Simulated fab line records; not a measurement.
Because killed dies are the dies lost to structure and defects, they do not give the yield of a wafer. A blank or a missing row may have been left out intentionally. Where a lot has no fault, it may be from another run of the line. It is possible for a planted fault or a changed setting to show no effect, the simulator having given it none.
The tool behind it: which one? + flow nand_harc + 17 wafers from 6 lots sampled at 5 of the route's 1302 steps

WHAT EACH GAUGE READ, for each wafer
NHARC_END_SORT_01.
| lot  | measured     | on        | killed_at_array |
|------|--------------|-----------|-----------------|
| L669 | day 25 18:49 | prober-02 | 25 18 25        |
| L676 | day 29 02:59 | prober-02 | 100 94          |

WHAT TOOL EACH LOT RAN ON (gives the tool, then ch and the chambers of the sampled wafers, and finally the start)
| lot  | NHARC_A_SLIT_DESCUM_14             | NHARC_A_WL_FILL_ALD_00           | NHARC_A_WL_FILL_RTA_01           | NHARC_A_WL_FILL_ETCHBACK_05       |
|------|------------------------------------|----------------------------------|----------------------------------|-----------------------------------|
| L667 | rie_diel-10 ch 1,3, day 20 04:32   | ald_hk-04 ch 1,2, day 20 17:23   | rtp_anneal-01 ch 0, day 20 17:41 | rie_metal-01 ch 0, day 20 18:56   |
| L669 | rie_diel-05 ch 0,1,2, day 21 01:59 | ald_hk-02 ch 0,2, day 21 15:05   | rtp_anneal-01 ch 0, day 21 15:24 | rie_metal-02 ch 0,1, day 21 16:42 |
| L676 | rie_diel-10 ch 1,3, day 24 09:49   | ald_hk-04 ch 0,2, day 24 22:51   | rtp_anneal-02 ch 0, day 24 23:07 | rie_metal-03 ch 1, day 25 00:22   |
| L679 | rie_diel-04 ch 0,2, day 25 09:51   | ald_hk-03 ch 0,1, day 26 00:23   | rtp_anneal-02 ch 0, day 26 00:40 | rie_metal-02 ch 0,1, day 26 01:55 |
| L683 | rie_diel-05 ch 1,2,3, day 27 18:14 | ald_hk-04 ch 0,1,3, day 28 08:29 | rtp_anneal-02 ch 0, day 28 08:43 | rie_metal-03 ch 0,1, day 28 09:58 |
| L688 | rie_diel-05 ch 1,2,3, day 28 17:15 | ald_hk-02 ch 0,2,3, day 29 06:42 | rtp_anneal-02 ch 0, day 29 06:59 | rie_metal-03 ch 0,1, day 29 08:14 |
- NHARC_A_SLIT_DESCUM_14: chemistry O2, time 3 s.
- NHARC_A_WL_FILL_ALD_00: deposits Al2O3, target thk 3 nm, pulse time 3 s, ald cycles 30.
- NHARC_A_WL_FILL_RTA_01: time 5 s.
- NHARC_A_WL_FILL_ETCHBACK_05: etches the open film in Cl2/BCl3, target depth 22 nm, time 60 s.

THE ANSWER, worked out from the rows above alone
Rule: the usual values come from the lots themselves. The widest of any qualifying gaps counts: lots, ordered by their means at a reading, are off when they make up no more than a third of the lots, leave a main group of 4 or more, and stand apart from it by 3 or more times the standard deviation of that group's means. Not used: any main group whose means are identical at the precision the tables above print for the reading. A lot without any number at a reading at which 4 lots or more have one is off too. All remaining lots with rows at the step are treated as sound.
No lot is off at any reading shown: from this, nothing can be told.

WHAT THE SIMULATOR HAD INSERTED
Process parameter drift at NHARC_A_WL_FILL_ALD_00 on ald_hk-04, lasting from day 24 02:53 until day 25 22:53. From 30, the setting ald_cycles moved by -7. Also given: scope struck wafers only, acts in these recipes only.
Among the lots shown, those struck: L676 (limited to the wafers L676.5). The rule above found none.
